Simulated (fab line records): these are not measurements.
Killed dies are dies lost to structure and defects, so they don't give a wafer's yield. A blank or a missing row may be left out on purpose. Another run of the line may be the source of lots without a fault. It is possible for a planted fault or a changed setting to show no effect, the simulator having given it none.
Lot-split experiment | flow n5Finfet | 21 wafers read from 7 lots, route of 1938 steps

== SPLIT DETAILS ==
At N5_DUMMY_GATE_COAT_28 (time 60 s, resist thk 10 nm), the setting spinRpm was moved away from the recipe's 1500 rpm on 6 of the 21 wafers read, by -10.1% to +7.6%. This setting was run at the recipe's value on the other wafers.

The reading comes from the split's own step.

== THE READING ==
underlayer_of_DUMMY_GATE_COAT_28.thkNm (the simulator's own value, which no gauge read), in nm, at N5_DUMMY_GATE_COAT_28 (time 60 s, resist thk 10 nm). The file gives no usual value for it.

wafer  | tool, chamber at the split | spinRpm as run, rpm | against the recipe | underlayer_of_DUMMY_GATE_COAT_28.thkNm, nm | against lot-mates on the recipe
L077.3 | lithoTrack-02, 0           | 1500                | recipe             | 10                                         | -
L077.4 | lithoTrack-02, 0           | 1500                | recipe             | 10                                         | -
L077.5 | lithoTrack-02, 0           | 1500                | recipe             | 10                                         | -
L078.2 | lithoTrack-02, 0           | 1360                | -9.3%              | 10.4                                       | +0.4
L078.5 | lithoTrack-02, 0           | 1500                | recipe             | 10                                         | -
L078.6 | lithoTrack-02, 0           | 1500                | recipe             | 10                                         | -
L082.1 | lithoTrack-01, 0           | 1614                | +7.6%              | 9.6                                        | -0.4
L082.2 | lithoTrack-01, 0           | 1500                | recipe             | 10                                         | -
L082.5 | lithoTrack-01, 0           | 1500                | recipe             | 10                                         | -
L090.1 | lithoTrack-01, 0           | 1500                | recipe             | 10                                         | -
L090.3 | lithoTrack-01, 0           | 1348                | -10.1%             | 10.6                                       | +0.6
L090.6 | lithoTrack-01, 0           | 1348                | -10.1%             | 10.6                                       | +0.6
L091.1 | lithoTrack-02, 0           | 1500                | recipe             | 10                                         | -
L091.3 | lithoTrack-02, 0           | 1500                | recipe             | 10                                         | -
L091.4 | lithoTrack-02, 0           | 1351                | -9.9%              | 10.6                                       | +0.6
L095.1 | lithoTrack-01, 0           | 1500                | recipe             | 10                                         | -
L095.3 | lithoTrack-01, 0           | 1500                | recipe             | 10                                         | -
L095.5 | lithoTrack-01, 0           | 1596                | +6.4%              | 9.8                                        | -0.2
L097.1 | lithoTrack-04, 0           | 1500                | recipe             | 10                                         | -
L097.2 | lithoTrack-04, 0           | 1500                | recipe             | 10                                         | -
L097.4 | lithoTrack-04, 0           | 1500                | recipe             | 10                                         | -

THE FIT
A straight line over all 21 wafers: underlayer_of_DUMMY_GATE_COAT_28.thkNm changes by -0.0528 nm for each +1% of spinRpm; r = -0.99; the points scatter about the line by 0.045 nm.
The same after taking each lot's own level away (the mean of its wafers on the recipe; 21 wafers): -0.0528 nm for each +1%; r = -0.99; scatter 0.045 nm.
On that fit, the largest move of spinRpm shifts the reading by 0.54 nm.
The lots' own levels span 10.00 to 10.00 nm.
The two slopes agree, so the slope changes little with the lot-to-lot level.
Check: for one of the wafers moved furthest among these (-10.1%), held out of the fit, the line's prediction against its lot-mates is +0.532 nm. Against them it came out at +0.6 nm.

== ADDITIONAL SPLITS CARRIED BY THESE WAFERS ==
These wafers also went through other splits before the reading. Each is held against what the fit with the lots' levels taken away leaves over:
other split on the same wafers      | wafers away from the commonest value | r with underlayer_of_DUMMY_GATE_COAT_28.thkNm (lot level and that fit taken away)
N5_ZERO_LAYER_ETCH_18 icpW          | 9                                    | -0.35
N5_FIN_SAQP_ETCH_52 sourceW         | 8                                    | +0.06
N5_STI_FIN_REVEAL_ETCHBACK_08 timeS | 5                                    | +0.65
N5_DUMMY_GATE_PECVD_30 timeS        | 5                                    | +0.13

== FILE'S OWN FIT ==
underlayer_of_DUMMY_GATE_COAT_28.thkNm changes by -0.0519 nm for each +1% of spinRpm, r = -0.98.
